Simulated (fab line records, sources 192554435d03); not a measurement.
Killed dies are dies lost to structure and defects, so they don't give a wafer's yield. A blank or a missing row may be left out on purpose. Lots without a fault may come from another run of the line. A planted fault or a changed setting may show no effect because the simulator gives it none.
fab line records | flow n5_finfet
record lots=6 wafers=17 last_day=18
route steps=1938 shown SDB@356 BEOL_M4@1111 PASSIVATION@1936
lots that met no fault: from a run of the same line without faults
start_h: hours from the record's first day to the start of the lot's first wafer shown | wait_h: hours since the lot's step before | " the same as in the row above | L1.1+2: a row that stands for several wafers | - no value, or no start given | * or withheld: withheld | < > ~ a bound
route shown NAME@n: a module of which the file shows steps, and the number in the route of the first | usual: mean/standard deviation of fault-free wafers | same: alike in all rows | chamber/n: place in a boat | sites: the reading at each site | _std_site: their standard deviation | _edge_site: outer sites' mean less inner sites' | radius_mm: how far each site lies from the wafer's centre | mask NAME#n: copy n | behind: the tool/chamber that last shaped the wafer | hold: why the lot was held/for how many hours/how that ended | device: the transistor (n, p or np) that didn't switch | end of line: the same wafers' tests at the end of the route | a step without rows: its recipe alone | killed: dies lost to structure and defects at the first sort, not the wafer's yield | map: a wafer's dies, x killed, . not, _ none there
set.NAME: the setting as run; set.NAME@STEP: as run at that earlier step | model.NAME: the simulator's own value behind a step, which no gauge read
lots at some steps of the route; a table a step, a row a wafer
services: from which hour (start_h, from the record's first day; less than 0 if before it) a tool's chamber was out of use, for how many hours, and why
## steps
# step N5_SDB_CD_MEAS_11
# recipe target_cd_nm=50 landing_energy_ev=500 detector=se_inlens polarity=opening
# usual cd_nm=50.0/1.1
# columns lot.wafer tool chamber start_h wait_h cd_nm
L785.3 cd_sem-01 0 88.25 - 49.6
L785.5 " 0 " " 51.1
L785.6 " 0 " " 49.8
L789.2 cd_sem-02 0 116.04 - 49.7
L789.3 " 0 " " 50.8
L789.6 " 0 " " 49.4
L790.1 cd_sem-01 0 118.03 - 49.3
L790.2 " 0 " " 49.4
L790.4 " 0 " " 48.3
L793.3 cd_sem-02 0 139.68 - 49.5
L793.4 " 0 " " 50.3
L793.5 " 0 " " 48.4
L800.3 cd_sem-01 0 181.38 - 51.1
L800.5 " 0 " " 49.7
L803.3 cd_sem-01 0 196.78 - 50.7
L803.5 " 0 " " 52.4
L803.6 " 0 " " 52.9
# step N5_SDB_OVL_MEAS_12
# recipe points_per_wafer=44
# usual SDB_OVL=0.0/0.66
# columns lot.wafer tool chamber start_h wait_h SDB_OVL[nm]
L785.3 overlay-02 0 88.28 0.0 0.2
L785.5 " 0 " " -0.3
L785.6 " 0 " " -0.4
L789.2 overlay-01 0 116.07 0.0 -0.1
L789.3 " 0 " " 1.2
L789.6 " 0 " " -0.2
L790.1 overlay-01 0 118.06 0.0 -0.7
L790.2 " 0 " " 2.1
L790.4 " 0 " " 0.5
L793.3 overlay-01 0 139.71 0.0 0.3
L793.4 " 0 " " 0.7
L793.5 " 0 " " 0.7
L800.3 overlay-01 0 181.41 0.0 0.3
L800.5 " 0 " " 0.0
L803.3 overlay-02 0 196.81 0.0 -1.2
L803.5 " 0 " " -0.6
L803.6 " 0 " " -1.7
# step N5_SDB_INSPECT_13
# recipe mode=adi inspect_instrument=brightfield
# usual raw_defect_count=66/30
# columns lot.wafer tool chamber start_h wait_h raw_defect_count
L785.3 defect_inspect-01 - 88.30 0.0 80
L785.5 " - " " 60
L785.6 " - " " 106
L789.2 defect_inspect-02 - 116.10 0.0 58
L789.3 " - " " 87
L789.6 " - " " 59
L790.1 defect_inspect-01 - 118.09 0.0 42
L790.2 " - " " 18
L790.4 " - " " 25
L793.3 defect_inspect-02 - 139.74 0.0 92
L793.4 " - " " 49
L793.5 " - " " 72
L800.3 defect_inspect-02 - 181.43 0.0 52
L800.5 " - " " 25
L803.3 defect_inspect-02 - 196.83 0.0 53
L803.5 " - " " 165
L803.6 " - " " 73
# step N5_SDB_DESCUM_16
# recipe chemistry=O2 time_s=7.9 source_power_w=50 bias_power_w=20 pressure_mtorr=20 rf_frequency_hz=2.712e+07 temp_c=40 resist=CAR-ArF o2_flow_sccm=225
# step N5_SDB_ETCH_17
# recipe chemistry=CF4 target=SiARC target_depth_a=234 mask_material=CAR-ArF time_s=39 ion_energy_ev=80 pressure_mtorr=40 source_w=545 bias_w=36 Ar_flow_sccm=100 cf4_flow_sccm=100 ends=cleared
# usual cf4_flow_sccm=100.0/0.3 drypump_motor_current_A=5.6/0.52 etch_rf_on_time_s=39.0/1.2 oes_product_au=0.65/0.073 rf_vpp_V=184.1/1.2 showerhead_plenum_p_Torr=2.14/0.077 throttle_valve_pct=15.59/0.21
# columns lot.wafer tool chamber start_h wait_h cf4_flow_sccm drypump_motor_current_A etch_rf_on_time_s oes_product_au rf_hours_counter_h rf_vpp_V showerhead_plenum_p_Torr throttle_valve_pct
L785.3 rie_diel-01 2 88.37 0.0 99.6 5.5 37.5 0.61 243 182.6 2.04 15.64
L785.5 " 1 " " 100.3 5.9 38.7 0.63 - 183.8 2.22 15.65
L785.6 " 2 " " 99.6 5.5 37.7 0.61 - 182.5 2.04 15.66
L789.2 rie_diel-01 0 116.18 0.0 100.1 6.0 39.9 0.60 184 184.1 2.20 15.59
L789.3 " 3 " " 99.7 5.7 41.1 0.56 245 183.2 2.11 15.70
L789.6 " 1 " " 100.7 5.9 39.3 0.62 - 185.3 2.21 15.66
L790.1 rie_diel-03 1 118.49 0.0 100.1 5.4 37.8 0.82 2 183.4 2.10 15.05
L790.2 " 2 " " 100.1 4.7 38.6 0.61 224 183.8 2.11 15.62
L790.4 " 0 " " 99.8 5.2 39.0 0.59 248 182.9 2.04 15.80
L793.3 rie_diel-03 2 139.80 0.0 99.6 4.7 38.5 0.59 235 184.2 2.11 15.64
L793.4 " 1 " " 100.2 5.4 37.7 0.79 - 183.0 2.10 15.07
L793.5 " 2 " " 99.7 4.7 38.6 0.59 - 183.7 2.11 15.65
L800.3 rie_diel-03 2 181.50 0.0 100.2 4.7 38.5 0.59 249 184.0 2.10 15.68
L800.5 " 0 " " 99.6 5.2 40.0 0.77 - 183.7 2.29 15.33
L803.3 rie_diel-05 2 196.90 0.0 100.5 6.2 39.1 0.60 202 182.4 2.05 15.91
L803.5 " 3 " " 99.7 4.8 37.6 0.62 - 185.7 2.22 15.67
L803.6 " 0 " " 100.3 5.2 40.8 0.59 - 183.9 2.13 15.49
# step N5_SDB_ETCH_18
# recipe chemistry=N2/H2 target=SOC target_depth_a=1000 overetch_a=200 mask_material=SiARC temp_c=40 time_s=150 ion_energy_ev=200 pressure_mtorr=30 source_w=840 bias_w=150 n2_flow_sccm=200 h2_flow_sccm=200
# usual drypump_motor_current_A=5.6/0.51 oes_product_au=0.68/0.071 rf_vpp_V=523.7/2.8 showerhead_plenum_p_Torr=2.53/0.099 throttle_valve_pct=17.77/0.27
# columns lot.wafer tool chamber start_h wait_h drypump_motor_current_A oes_product_au rf_hours_counter_h rf_vpp_V showerhead_plenum_p_Torr throttle_valve_pct
L785.3 rie_diel-01 2 88.41 0.0 5.6 0.64 243 519.3 2.40 17.65
L785.5 " 1 " " 5.9 0.67 - 526.9 2.64 17.83
L785.6 " 2 " " 5.6 0.63 - 519.7 2.40 17.64
L789.2 rie_diel-01 0 116.22 0.0 6.0 0.64 184 525.9 2.64 17.90
L789.3 " 3 " " 5.7 0.60 245 522.4 2.50 17.83
L789.6 " 1 " " 5.9 0.66 - 527.6 2.64 17.84
L790.1 rie_diel-03 1 118.53 0.0 5.4 0.85 2 521.0 2.48 17.13
L790.2 " 2 " " 4.7 0.63 224 521.6 2.52 17.92
L790.4 " 0 " " 5.2 0.62 248 519.1 2.38 17.88
L793.3 rie_diel-03 2 139.84 0.0 4.7 0.62 235 523.1 2.51 17.93
L793.4 " 1 " " 5.4 0.81 - 523.2 2.47 17.16
L793.5 " 2 " " 4.7 0.62 - 522.5 2.51 17.92
L800.3 rie_diel-03 2 181.54 0.0 4.7 0.61 249 523.3 2.51 17.94
L800.5 " 0 " " 5.2 0.82 - 528.4 2.69 17.51
L803.3 rie_diel-05 2 196.94 0.0 6.2 0.63 202 520.3 2.43 18.22
L803.5 " 3 " " 4.8 0.64 - 526.1 2.64 17.86
L803.6 " 0 " " 5.2 0.63 - 523.1 2.51 17.47
# step N5_SDB_STRIP_19
# recipe chemistry=N2/H2 temp_c=40 n2_flow_sccm=200 h2_flow_sccm=200 rf_frequency_hz=6e+07
# step N5_SDB_STRIP_21
# recipe chemistry=CF4 resist=SiARC power_w=300 bias_power_w=75 pressure_mtorr=50 cf4_flow_sccm=150 rf_frequency_hz=6e+07
# usual cf4_flow_sccm=149.9/0.46 drypump_motor_current_A=5.6/0.52 oes_product_au=0.75/0.079 rf_vpp_V=271.2/1.7 showerhead_plenum_p_Torr=1.79/0.064 throttle_valve_pct=13.58/0.23
# columns lot.wafer tool chamber start_h wait_h cf4_flow_sccm drypump_motor_current_A oes_product_au rf_hours_counter_h rf_vpp_V showerhead_plenum_p_Torr throttle_valve_pct
L785.3 rie_diel-01 2 88.54 0.0 149.9 5.5 0.69 243 269.0 1.71 13.68
L785.5 " 1 " " 150.3 5.9 0.74 - 272.7 1.86 13.65
L785.6 " 2 " " 150.3 5.5 0.70 - 267.9 1.71 13.70
L789.2 rie_diel-01 0 116.36 0.0 150.0 6.0 0.71 184 274.4 1.84 13.60
L789.3 " 3 " " 149.5 5.7 0.66 245 269.7 1.77 13.74
L789.6 " 1 " " 149.6 5.9 0.72 - 272.8 1.86 13.69
L790.1 rie_diel-03 1 118.67 0.0 149.8 5.4 0.93 2 269.4 1.75 12.95
L790.2 " 2 " " 149.5 4.7 0.69 224 271.1 1.77 13.64
L790.4 " 0 " " 150.5 5.2 0.68 248 270.1 1.70 13.73
L793.3 rie_diel-03 2 139.98 0.0 150.3 4.7 0.69 235 270.1 1.77 13.67
L793.4 " 1 " " 150.3 5.4 0.89 - 271.6 1.74 12.99
L793.5 " 2 " " 150.0 4.7 0.68 - 270.3 1.77 13.66
L800.3 rie_diel-03 2 181.68 0.0 150.2 4.7 0.68 249 271.8 1.76 13.69
L800.5 " 0 " " 150.4 5.2 0.90 - 272.3 1.90 13.20
L803.3 rie_diel-05 2 197.08 0.0 149.6 6.2 0.69 202 268.7 1.72 13.87
L803.5 " 3 " " 150.4 4.8 0.71 - 272.2 1.86 13.68
L803.6 " 0 " " 149.2 5.2 0.70 - 270.8 1.78 13.53
# step N5_SDB_HM_OPEN_20
# recipe chemistry=CH3F/O2 target=SiNx mask_material=SOC target_depth_a=240 stop_on=poly-Si over_etch_frac=0.4 ion_energy_ev=120 pressure_mtorr=30 source_w=395 bias_w=73 Ar_flow_sccm=150 CH3F_flow_sccm=30 O2_flow_sccm=20
# step N5_SDB_STRIP_22
# recipe chemistry=N2/H2 power_w=1000 temp_c=250 h2_frac=0.65 overash_fraction=0.3 pressure_mtorr=withheld n2_flow_sccm=1750 h2_flow_sccm=3250
# usual drypump_motor_current_A=5.89/0.14 heater_power_w=347/54 oes_product_au=0.715/0.0049 strip_time_to_endpoint_s=96.4/0.38
# columns lot.wafer tool chamber start_h wait_h drypump_motor_current_A heater_power_w oes_product_au rf_hours_counter_h strip_time_to_endpoint_s
L785.3 plasma_asher-02 0 88.71 0.1 5.64 314 0.720 - 96.7
L785.5 " 1 " " 5.95 399 0.718 - 96.7
L785.6 " 0 " " 5.64 308 0.711 - 96.6
L789.2 plasma_asher-01 0 116.46 0.1 5.99 406 0.710 44 96.7
L789.3 " 0 " " 6.02 400 0.713 - 97.2
L789.6 " 1 " " 5.96 283 0.716 - 96.5
L790.1 plasma_asher-02 0 118.77 0.1 5.69 308 0.714 96 96.3
L790.2 " 1 " " 5.94 406 0.719 96 96.2
L790.4 " 1 " " 5.96 386 0.714 - 96.4
L793.3 plasma_asher-01 1 140.12 0.1 5.95 280 0.720 - 96.3
L793.4 " 0 " " 5.98 388 0.716 - 95.9
L793.5 " 1 " " 5.97 289 0.713 - 96.7
L800.3 plasma_asher-01 1 181.82 0.1 5.95 278 0.710 - 96.1
L800.5 " 0 " " 6.02 399 0.727 - 96.8
L803.3 plasma_asher-02 1 197.22 0.1 5.96 388 0.724 - 96.3
L803.5 " 0 " " 5.67 308 0.723 - 96.2
L803.6 " 1 " " 5.94 394 0.718 - 97.0
# step N5_SDB_PRECLEAN_23
# recipe chemistry=dHF time_s=30 temp_c=25 dilution=withheld
# step N5_SDB_DUMMY_REMOVE_24
# recipe chemistry=TMAH temp_c=70 target=poly-Si stop_on=SiO2 target_depth_nm=142 conc_wt_pct=5 time_s=57 dry=ipa_marangoni rinse_time_s=30 rinse_temp_c=23
# step N5_SDB_ETCH_25
# recipe chemistry=C4F6/O2 target=SiO2 target_depth_a=100 time_s=3.3 ion_energy_ev=250 mask_material=SiNx pressure_mtorr=30 source_w=345 bias_w=185 Ar_flow_sccm=300 C4F6_flow_sccm=10 O2_flow_sccm=10
# usual drypump_motor_current_A=5.6/0.53 oes_product_au=0.76/0.087 rf_vpp_V=661/12 showerhead_plenum_p_Torr=2.84/0.1 throttle_valve_pct=21.14/0.21
# columns lot.wafer tool chamber start_h wait_h drypump_motor_current_A oes_product_au rf_hours_counter_h rf_vpp_V showerhead_plenum_p_Torr throttle_valve_pct model.etch.depth_nm
L785.3 rie_diel-03 3 88.90 0.0 6.4 0.80 91 656 2.75 21.33 10.06
L785.5 " 0 " " 5.2 0.70 - 660 2.74 21.43 10.03
L785.6 " 3 " " 6.4 0.81 - 656 2.75 21.30 10.14
L789.2 rie_diel-03 2 116.74 0.0 4.7 0.70 224 655 2.80 21.09 10.03
L789.3 " 1 " " 5.4 0.95 1 658 2.81 20.72 10.08
L789.6 " 0 " " 5.2 0.68 - 659 2.74 21.44 9.904
L790.1 rie_diel-03 0 118.98 0.0 5.2 0.69 248 660 2.73 21.44 9.939
L790.2 " 1 " " 5.4 0.95 2 657 2.81 20.72 10.14
L790.4 " 2 " " 4.7 0.69 224 654 2.80 21.08 9.925
L793.3 rie_diel-01 1 140.30 0.0 5.9 0.73 166 684 2.93 21.13 9.928
L793.4 " 2 " " 5.5 1.00 - 659 3.03 20.74 10.17
L793.5 " 0 " " 6.0 0.71 - 682 2.92 21.09 9.913
L800.3 rie_diel-03 2 182.09 0.1 4.7 0.86 249 655 2.79 21.29 14.15
L800.5 " 1 " " 5.4 0.88 - 657 2.80 20.74 9.99
L803.3 rie_diel-03 1 197.40 0.0 5.4 1.09 34 658 2.80 20.94 14.35
L803.5 " 0 " " 5.3 0.88 - 670 3.07 21.15 9.795
L803.6 " 3 " " 6.5 0.76 - 655 2.73 21.39 10.11
# step N5_SDB_CUT_ETCH_26
# recipe chemistry=HBr/Cl2/O2 target=Si target_depth_a=1296 bt_time_s=20 mask_material=SiNx time_s=51.8 ion_energy_ev=* bias_w=* pressure_mtorr=10 icp_w=800 HBr_flow_sccm=150 Cl2_flow_sccm=80 O2_flow_sccm=12
# usual drypump_motor_current_A=5.5/0.62 oes_product_au=1.001/0.011 throttle_valve_pct=37.2/0.36
# columns lot.wafer tool chamber start_h wait_h drypump_motor_current_A oes_product_au rf_hours_counter_h throttle_valve_pct
L785.3 rie_si-04 0 88.98 0.1 6.2 1.006 189 37.0
L785.5 " 3 " " 4.7 1.000 - 36.4
L785.6 " 0 " " 6.3 0.998 - 37.0
L789.2 rie_si-05 3 116.83 0.1 5.7 1.005 2 37.2
L789.3 " 2 " " 6.3 1.013 142 37.2
L789.6 " 2 " " 6.4 1.006 - 37.2
L790.1 rie_si-03 0 119.07 0.1 5.9 1.019 129 36.9
L790.2 " 1 " " 6.1 0.985 6 37.3
L790.4 " 2 " " 5.0 0.991 14 37.2
L793.3 rie_si-03 0 140.38 0.1 5.9 1.007 129 36.9
L793.4 " 2 " " 4.9 0.986 14 37.2
L793.5 " 2 " " 4.9 0.984 - 37.2
L800.3 rie_si-03 1 182.18 0.1 6.1 0.989 7 37.3
L800.5 " 2 " " 4.9 0.988 - 37.2
L803.3 rie_si-04 1 197.48 0.1 5.8 1.007 33 37.4
L803.5 " 0 " " 6.3 0.997 - 37.0
L803.6 " 3 " " 4.7 0.994 - 36.4
# step N5_BEOL_M4_RC_MEAS_101
# usual DIBL_N=37.0/2.3 DIBL_P=37.3/2.8 IOFF_N=0.17/0.046 IOFF_P=0.23/0.054 ION_N=675/14 ION_P=460/9.3 SS_N=71.7/0.73 SS_P=73.6/0.95 VT_N=249/3.9 VT_P=-250/3.9
# columns lot.wafer tool chamber start_h wait_h DIBL_N[mV/V] DIBL_P[mV/V] IOFF_N[nA/um] IOFF_P[nA/um] ION_N[uA/um] ION_P[uA/um] SS_N[mV/dec] SS_P[mV/dec] VT_N[mV] VT_P[mV]
L785.3 prober-01 0 194.21 0.3 33.4 34.9 0.12 0.19 671 471 70.7 72.2 251 -251
L785.5 " 0 " " 36.8 38.8 0.16 0.25 681 471 71.7 73.7 254 -249
L785.6 " 0 " " 38.5 39.1 0.18 0.26 674 462 71.8 73.7 248 -249
L789.2 prober-01 0 222.07 0.2 38.3 39.4 0.18 0.25 682 467 71.4 74.4 250 -247
L789.3 " 0 " " 34.8 35.4 0.12 0.18 660 459 71.0 72.6 251 -253
L789.6 " 0 " " 34.6 34.6 0.11 0.17 643 453 70.5 72.4 258 -253
L790.1 prober-02 0 222.25 0.0 41.1 40.8 0.26 0.35 680 466 73.5 75.3 245 -241
L790.2 " 0 " " 36.6 36.5 0.16 0.24 683 471 71.4 73.0 250 -247
L790.4 " 0 " " 34.0 33.0 0.12 0.19 646 451 71.2 71.9 252 -250
L793.3 prober-02 0 248.51 0.3 36.3 37.7 0.16 0.24 667 464 71.0 73.4 248 -247
L793.4 " 0 " " 34.2 34.5 0.13 0.20 659 461 70.2 73.1 251 -249
L793.5 " 0 " " 38.9 40.7 0.24 0.32 700 478 71.8 74.5 243 -243
L800.3 prober-02 0 289.24 0.3 38.5 37.5 0.19 0.24 700 472 70.6 74.1 249 -247
L800.5 " 0 " " 41.1 39.3 0.25 0.29 691 463 72.0 75.2 244 -247
L803.3 prober-02 0 320.02 0.3 34.7 34.0 0.13 0.18 655 449 71.6 73.3 252 -252
L803.5 " 0 " " 42.4 44.0 0.32 0.37 699 473 74.0 75.3 242 -244
L803.6 " 0 " " 37.3 38.3 0.20 0.25 673 458 72.0 74.7 248 -248
# step N5_PASSIVATION_PROBE_49
# usual defect_limited_yield=91.5/1.3 killed_at_M0_to_M3=36/10 killed_at_M4_up=13/4.7 killed_at_contacts=13/6.7 killed_at_front_end=37/9.7 killed_at_other=2.6/2.3 killed_dies=101/15 killed_open=67/12 killed_short=32/6.7 sort_bin_4_leakage=0.0/0.31 sort_bin_5_function=5.0/0.89 sort_bin_6_memory=3.2/0.63 sort_bin_8_speed=0.01/0.03 sort_n_pass=1079/16 sort_yield_pct=91.4/1.4
# same gross_dies=1180 killed_at_back_side=0
# columns lot.wafer tool chamber start_h wait_h defect_limited_yield[%] killed_at_M0_to_M3 killed_at_M4_up killed_at_contacts killed_at_front_end killed_at_other killed_dies killed_open killed_short sort_bin_4_leakage[%] sort_bin_5_function[%] sort_bin_6_memory[%] sort_bin_8_speed[%] sort_n_pass sort_yield_pct[%]
L785.3 prober-01 - 313.08 0.1 91.4 38 8 12 43 0 101 72 27 0 5.3 3.2 0 1079 91.4
L785.5 prober-01 - 313.18 0.2 93.1 39 9 9 24 0 81 54 25 0 4.5 2.3 0 1099 93.1
L785.6 prober-01 - 313.23 0.3 90.9 36 10 28 32 1 107 79 23 0 5.4 3.1 0 1073 90.9
L790.1 prober-02 - 335.82 0.0 91.7 33 13 12 38 2 98 65 27 0 5.5 2.7 0 1082 91.7
L790.2 prober-02 - 335.87 0.1 92.3 26 17 12 35 1 91 64 26 0 4.3 3.1 0 1089 92.3
L790.4 prober-02 - 335.97 0.2 92.5 31 6 8 42 2 89 64 25 0 4.7 2.8 0.25 1088 92.2
# killed by level:class
L785.3 STI_FIN_REVEAL:geometric_particle:open=13 MOL_CONTACT_COAG:geometric_particle:open=11 BEOL_M3:geometric_particle:open=9 GATE_CUT:geometric_particle:open=7 BEOL_M0_SAQP:geometric_particle:short=7 GATE_CUT:geometric_particle:short=6 BEOL_M2:geometric_particle:open=6 BEOL_M0_SAQP:geometric_particle:open=5
L785.5 BEOL_M2:geometric_particle:open=8 STI_FIN_REVEAL:geometric_particle:open=8 BEOL_M0_SAQP:geometric_particle:short=8 MOL_CONTACT_COAG:geometric_particle:open=7 BEOL_M3:geometric_particle:open=7 BEOL_M0_SAQP:geometric_particle:open=6 FIN_SAQP:geometric_particle:open=4 BEOL_M1:geometric_particle:open=4
L785.6 MOL_CONTACT_COAG:geometric_particle:open=24 BEOL_M2:geometric_particle:open=10 BEOL_M3:geometric_particle:open=10 BEOL_M1:geometric_particle:open=8 STI_FIN_REVEAL:geometric_particle:open=7 HKMG_FIN:area_etch=5 STI_FIN_REVEAL:geometric_particle:short=4 GATE_CUT:geometric_particle:short=4
L790.1 STI_FIN_REVEAL:geometric_particle:open=9 BEOL_M1:geometric_particle:open=9 MOL_CONTACT_COAG:geometric_particle:open=8 BEOL_M0_SAQP:geometric_particle:open=6 FIN_CUT:area_etch=6 DUMMY_GATE:geometric_particle:open=5 BEOL_M0_SAQP:geometric_particle:short=5 FIN_SAQP:geometric_particle:short=4
L790.2 MOL_CONTACT_COAG:geometric_particle:open=11 FIN_SAQP:geometric_particle:open=8 BEOL_M0_SAQP:geometric_particle:open=7 STI_FIN_REVEAL:geometric_particle:open=6 BEOL_M4:geometric_particle:open=5 FIN_SAQP:geometric_particle:short=4 GATE_CUT:geometric_particle:short=4 BEOL_M7:geometric_particle:open=4
L790.4 STI_FIN_REVEAL:geometric_particle:open=13 BEOL_M1:geometric_particle:open=10 FIN_SAQP:geometric_particle:open=9 FIN_SAQP:geometric_particle:short=7 MOL_CONTACT_COAG:geometric_particle:open=7 BEOL_M0_SAQP:geometric_particle:short=7 GATE_CUT:geometric_particle:short=6 BEOL_M0_SAQP:geometric_particle:open=6
## services
# columns tool chamber start_h hours kind
rie_si-03 0 68.72 12.9 repair
rie_diel-05 - 71.97 0.2 repair
rie_diel-01 2 91.24 11.0 repair
rie_diel-05 1 93.44 4.1 repair
rie_diel-03 1 97.59 - clean
rie_diel-03 1 97.59 - consumable_replace:focus_ring
rie_diel-03 1 97.59 16.3 scheduled_down
rie_diel-03 1 97.59 16.3 vent_cycle
rie_diel-01 2 119.57 - clean
rie_diel-01 2 119.57 - consumable_replace:focus_ring
rie_diel-01 2 119.57 - consumable_replace:showerhead
rie_diel-01 2 119.57 18.6 scheduled_down
rie_diel-01 2 119.57 18.6 vent_cycle
rie_diel-03 0 123.05 - clean
rie_diel-03 0 123.05 - consumable_replace:focus_ring
rie_diel-03 0 123.05 - consumable_replace:showerhead
rie_diel-03 0 123.05 20.3 scheduled_down
rie_diel-03 0 123.05 20.3 vent_cycle
rie_diel-01 3 138.40 - clean
rie_si-05 1 162.07 3.3 repair
rie_diel-03 2 183.21 - clean
rie_diel-03 2 183.21 - consumable_replace:focus_ring
rie_diel-03 2 183.21 17.9 scheduled_down
rie_diel-03 2 183.21 17.9 vent_cycle
## key
first_sign step=N5_SDB_ETCH_25 reading=oes_product_au direction=up sigmas=2.5 usual=0.76 struck=0.98
effect none on later readings
model_effect step=N5_SDB_ETCH_25 value=etch.depth_nm without=10 struck=14.25
met_at N5_SDB_ETCH_25
struck_wafers L800.3,L803.3
onset_between 118.98 182.09
fault kind=process_parameter_drift tool=rie_diel-03 chamber=- onset_h=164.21 steps=N5_SDB_ETCH_25 channel=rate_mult offset=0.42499 shape=step end_h=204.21 scope=struck_wafers_only
